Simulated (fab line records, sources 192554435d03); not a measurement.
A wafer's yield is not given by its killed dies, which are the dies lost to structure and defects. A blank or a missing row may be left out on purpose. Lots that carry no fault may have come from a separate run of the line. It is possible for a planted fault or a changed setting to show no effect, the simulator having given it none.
Lot-split experiment / flow n5Finfet / 21 wafers read across 7 lots, on a route 1938 steps long

THE SPLIT
At N5_BEOL_M5_EXPOSE_08 (exposes mask M5, target cd 28 nm), the setting doseMj was moved away from the recipe's 35.75 on 8 of the 21 wafers read, by -7.4% to +5.2%. The other wafers ran this setting at the recipe's value.

FROM THE SPLIT TO THE READING: what the file shows between them, 12 steps
- N5_BEOL_M5_PEB_09: peb time 60 s
- N5_BEOL_M5_DEVELOP_10: develop time 30 s
- N5_BEOL_M5_CD_MEAS_11: target cd 27.74 nm
- N5_BEOL_M5_DESCUM_16: chemistry O2, time 7 s
- N5_BEOL_M5_ETCH_72: etches underlayer in N2/H2, target depth 6.5 nm, time 5.2 s
- N5_BEOL_M5_ETCH_61: etches SiARC in CF4, target depth 15.6 nm, time 26 s
- N5_BEOL_M5_ETCH_62: etches SOC in N2/H2, target depth 75 nm, overetch 15 nm, time 112.5 s
- N5_BEOL_M5_STRIP_63: strips in N2/H2
- N5_BEOL_M5_STRIP_73: strips in N2/H2
- N5_BEOL_M5_STRIP_64: strips in CF4
- N5_BEOL_M5_HM_OPEN_17: chemistry Cl2/BCl3, target TiN, target depth 20 nm, overetch 6 nm
- N5_BEOL_M5_STRIP_19: strips in O2

THE READING
cdNm, in nm, at N5_BEOL_M5_CD_MEAS_18 (pitch 56 nm, target cd 28 nm). A value of 27.9 nm with a standard deviation of 0.35 nm is what fault-free wafers of this fab line usually give.

wafer=L075.1; tool, chamber at the split=euvScanner-02, 0; doseMj as run=33.09; against the recipe=-7.4%; cdNm, nm=26.1; against lot-mates on the recipe=-1.4
wafer=L075.3; tool, chamber at the split=euvScanner-02, 0; doseMj as run=33.09; against the recipe=-7.4%; cdNm, nm=25.6; against lot-mates on the recipe=-1.9
wafer=L075.4; tool, chamber at the split=euvScanner-02, 0; doseMj as run=35.75; against the recipe=recipe; cdNm, nm=27.5; against lot-mates on the recipe=-
wafer=L083.1; tool, chamber at the split=euvScanner-02, 0; doseMj as run=35.75; against the recipe=recipe; cdNm, nm=27.8; against lot-mates on the recipe=-
wafer=L083.2; tool, chamber at the split=euvScanner-02, 0; doseMj as run=37.62; against the recipe=+5.2%; cdNm, nm=29.3; against lot-mates on the recipe=+1.5
wafer=L083.6; tool, chamber at the split=euvScanner-02, 0; doseMj as run=37.62; against the recipe=+5.2%; cdNm, nm=29.2; against lot-mates on the recipe=+1.4
wafer=L084.3; tool, chamber at the split=euvScanner-01, 0; doseMj as run=35.75; against the recipe=recipe; cdNm, nm=28.6; against lot-mates on the recipe=-
wafer=L084.4; tool, chamber at the split=euvScanner-01, 0; doseMj as run=35.75; against the recipe=recipe; cdNm, nm=28.1; against lot-mates on the recipe=-
wafer=L084.6; tool, chamber at the split=euvScanner-01, 0; doseMj as run=35.75; against the recipe=recipe; cdNm, nm=28.2; against lot-mates on the recipe=-
wafer=L089.1; tool, chamber at the split=euvScanner-02, 0; doseMj as run=36.73; against the recipe=+2.7%; cdNm, nm=29.3; against lot-mates on the recipe=+1.6
wafer=L089.2; tool, chamber at the split=euvScanner-02, 0; doseMj as run=35.75; against the recipe=recipe; cdNm, nm=27.7; against lot-mates on the recipe=-
wafer=L089.4; tool, chamber at the split=euvScanner-02, 0; doseMj as run=36.73; against the recipe=+2.7%; cdNm, nm=28.8; against lot-mates on the recipe=+1.1
wafer=L091.4; tool, chamber at the split=euvScanner-02, 0; doseMj as run=35.75; against the recipe=recipe; cdNm, nm=28.4; against lot-mates on the recipe=-
wafer=L091.5; tool, chamber at the split=euvScanner-02, 0; doseMj as run=35.75; against the recipe=recipe; cdNm, nm=28.5; against lot-mates on the recipe=-
wafer=L091.6; tool, chamber at the split=euvScanner-02, 0; doseMj as run=35.75; against the recipe=recipe; cdNm, nm=28.2; against lot-mates on the recipe=-
wafer=L095.3; tool, chamber at the split=euvScanner-02, 0; doseMj as run=36.8; against the recipe=+2.9%; cdNm, nm=29.0; against lot-mates on the recipe=+1.3
wafer=L095.4; tool, chamber at the split=euvScanner-02, 0; doseMj as run=35.75; against the recipe=recipe; cdNm, nm=27.9; against lot-mates on the recipe=-
wafer=L095.5; tool, chamber at the split=euvScanner-02, 0; doseMj as run=35.75; against the recipe=recipe; cdNm, nm=27.5; against lot-mates on the recipe=-
wafer=L097.2; tool, chamber at the split=euvScanner-01, 0; doseMj as run=35.75; against the recipe=recipe; cdNm, nm=28.1; against lot-mates on the recipe=-
wafer=L097.4; tool, chamber at the split=euvScanner-01, 0; doseMj as run=36.49; against the recipe=+2.1%; cdNm, nm=28.7; against lot-mates on the recipe=+0.8
wafer=L097.5; tool, chamber at the split=euvScanner-01, 0; doseMj as run=35.75; against the recipe=recipe; cdNm, nm=27.7; against lot-mates on the recipe=-

FIT RESULTS
A straight line over all 21 wafers: cdNm changes by +0.285 nm for each +1% of doseMj; r = +0.94; the points scatter about the line by 0.34 nm.
The same after taking each lot's own level away (the mean of its wafers on the recipe; 21 wafers): +0.268 nm for each +1%; r = +0.95; scatter 0.29 nm.
Per that fit: largest doseMj move, reading shift of 2 nm.
Measured against the standard deviation above, the lots' own levels, which go from 27.50 to 28.37 nm, span 2.5 times it.
So the lot-to-lot level changes the slope little: the two slopes agree.
Check: -2.12 nm against its lot-mates is what the line predicts for one of the wafers moved furthest among these (-7.4%) when that wafer is left out of the fit. Against them it came out at -1.4 nm.

FURTHER SPLITS ON THESE WAFERS
These wafers also went through other splits before the reading. Each is held against what the fit with the lots' levels taken away leaves over:
other split on the same wafers=N5_BEOL_M3_TRENCH_ETCH_37 timeS; wafers away from the commonest value=6; r with cdNm (lot level and that fit taken away)=+0.13
other split on the same wafers=N5_BEOL_M4_TRENCH_ETCH_37 biasW; wafers away from the commonest value=7; r with cdNm (lot level and that fit taken away)=-0.18
other split on the same wafers=N5_BEOL_M5_HM_DEP_02 targetThkA; wafers away from the commonest value=7; r with cdNm (lot level and that fit taken away)=-0.20

THE WHOLE CHAIN: every reading that the file lists as answering this split, in the file's order
step=N5_BEOL_M5_CD_MEAS_11; what it does=target cd 27.74 nm; reading=cdNm; change (the file's fit)=+0.282 nm for each +1% of the setting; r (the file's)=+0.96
step=N5_BEOL_M5_DESCUM_16; what it does=chemistry O2, time 7 s; reading=BEOL_M5.cdNm (the simulator's own value, which no gauge read); change (the file's fit)=+0.238 nm for each +1% of the setting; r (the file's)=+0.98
step=N5_BEOL_M5_ETCH_72; what it does=etches underlayer in N2/H2, target depth 6.5 nm, time 5.2 s; reading=BEOL_M5.cdNm (the simulator's own value, which no gauge read); change (the file's fit)=+0.234 nm for each +1% of the setting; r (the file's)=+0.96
step=N5_BEOL_M5_ETCH_62; what it does=etches SOC in N2/H2, target depth 75 nm, overetch 15 nm, time 112.5 s; reading=BEOL_M5.cdNm (the simulator's own value, which no gauge read); change (the file's fit)=+0.252 nm for each +1% of the setting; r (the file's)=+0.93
step=N5_BEOL_M5_CD_MEAS_18; what it does=pitch 56 nm, target cd 28 nm; reading=cdNm; change (the file's fit)=+0.277 nm for each +1% of the setting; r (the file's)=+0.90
step=N5_BEOL_M5_ETCH_75; what it does=etches underlayer in N2/H2, target depth 6.5 nm, time 5.2 s; reading=BEOL_M5.cdNm (the simulator's own value, which no gauge read); change (the file's fit)=+0.27 nm for each +1% of the setting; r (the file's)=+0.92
step=N5_BEOL_M5_ETCH_67; what it does=etches SiARC in CF4, target depth 15.6 nm, time 26 s; reading=BEOL_M5.cdNm (the simulator's own value, which no gauge read); change (the file's fit)=+0.263 nm for each +1% of the setting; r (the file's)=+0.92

THE FILE'S OWN FIT
cdNm changes by +0.277 nm for each +1% of doseMj, r = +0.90.
